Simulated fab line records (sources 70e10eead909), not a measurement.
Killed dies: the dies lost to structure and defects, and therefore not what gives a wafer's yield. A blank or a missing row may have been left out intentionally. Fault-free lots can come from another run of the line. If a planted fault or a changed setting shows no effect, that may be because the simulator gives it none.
Which tool is to blame?    flow nand_harc    18 wafers from 6 lots sampled at 5 of the route's 1159 steps

== WHAT THE GAUGES READ, wafer by wafer ==
NHARC_END_SORT_01.
lot   measured      on         killed_dies
L223  day 23 02:31  prober-02  677 677 677
L226  day 24 02:37  prober-02  32 42 42
L228  day 24 12:30  prober-02  69 56 54

== EACH LOT AND THE TOOL THAT RAN IT (in order: tool; ch and the chambers of the sampled wafers; start) ==
lot   NHARC_A_CHANNEL_HOLE_D1_ETCH_39     NHARC_A_CHANNEL_FILL_D1_ALD_15                  NHARC_A_CHANNEL_FILL_D1_ETCHBACK_20  NHARC_A_CHANNEL_FILL_D1_STRIP_28
L210  rie_diel-07 ch 0,1, day 8 23:36     ald_sin_batch-03 ch 0, day 10 06:43 or earlier  rie_diel-04 ch 0,3, day 10 06:43     rie_diel-04 ch 0,1, day 10 06:49
L212  rie_diel-07 ch 1,2, day 9 14:35     ald_sin_batch-03 ch 0, day 10 22:04 or earlier  rie_diel-10 ch 1,2, day 10 22:04     rie_diel-10 ch 1,2, day 10 22:10
L216  rie_diel-07 ch 0,1,2, day 10 05:41  ald_sin_batch-01 ch 0, day 11 15:24 or earlier  rie_diel-04 ch 1,2,3, day 11 15:24   rie_diel-04 ch 0,1,3, day 11 15:29
L223  rie_diel-05 ch 2,3, day 12 02:25    -                                               -                                    -
L226  rie_diel-06 ch 0,2,3, day 12 19:04  ald_sin_batch-01 ch 0, day 14 05:10 or earlier  rie_diel-04 ch 0,2,3, day 14 05:10   rie_diel-04 ch 0,1,2, day 14 05:15
L228  rie_diel-06 ch 0,1,3, day 13 10:27  ald_sin_batch-01 ch 0, day 14 19:23 or earlier  rie_diel-04 ch 0,1,2, day 14 19:23   rie_diel-04 ch 1,2,3, day 14 19:28
- NHARC_A_CHANNEL_HOLE_D1_ETCH_39: etches the open film in N2/H2, target depth 260 nm, time 325 s.
- NHARC_A_CHANNEL_FILL_D1_ALD_15: deposits SiNx, target thk 2 nm, pulse time 60 s, ald cycles 19.
- NHARC_A_CHANNEL_FILL_D1_ETCHBACK_20: etches the open film in C4F8/O2/Ar, target depth 27 nm, time 13.5 s.
- NHARC_A_CHANNEL_FILL_D1_STRIP_28: strips in O2, time 20 s.

== THE ANSWER, worked out from the rows above alone ==
Rule: the lots themselves supply what counts as usual. The widest of any qualifying gaps counts: lots, ordered by their means at a reading, are off when they make up no more than a third of the lots, leave a main group of 4 or more, and stand apart from it by 3 or more times the standard deviation of that group's means. The tables above print the reading to a certain number of digits; a main group whose means all agree to those digits is not used. Also off: a lot with no number at a reading for which 4 or more lots have one. The other lots that the step has rows for count as sound.
Nothing can be told from this: no lot is off at any reading shown.

== WHAT THE SIMULATOR HAD PUT IN ==
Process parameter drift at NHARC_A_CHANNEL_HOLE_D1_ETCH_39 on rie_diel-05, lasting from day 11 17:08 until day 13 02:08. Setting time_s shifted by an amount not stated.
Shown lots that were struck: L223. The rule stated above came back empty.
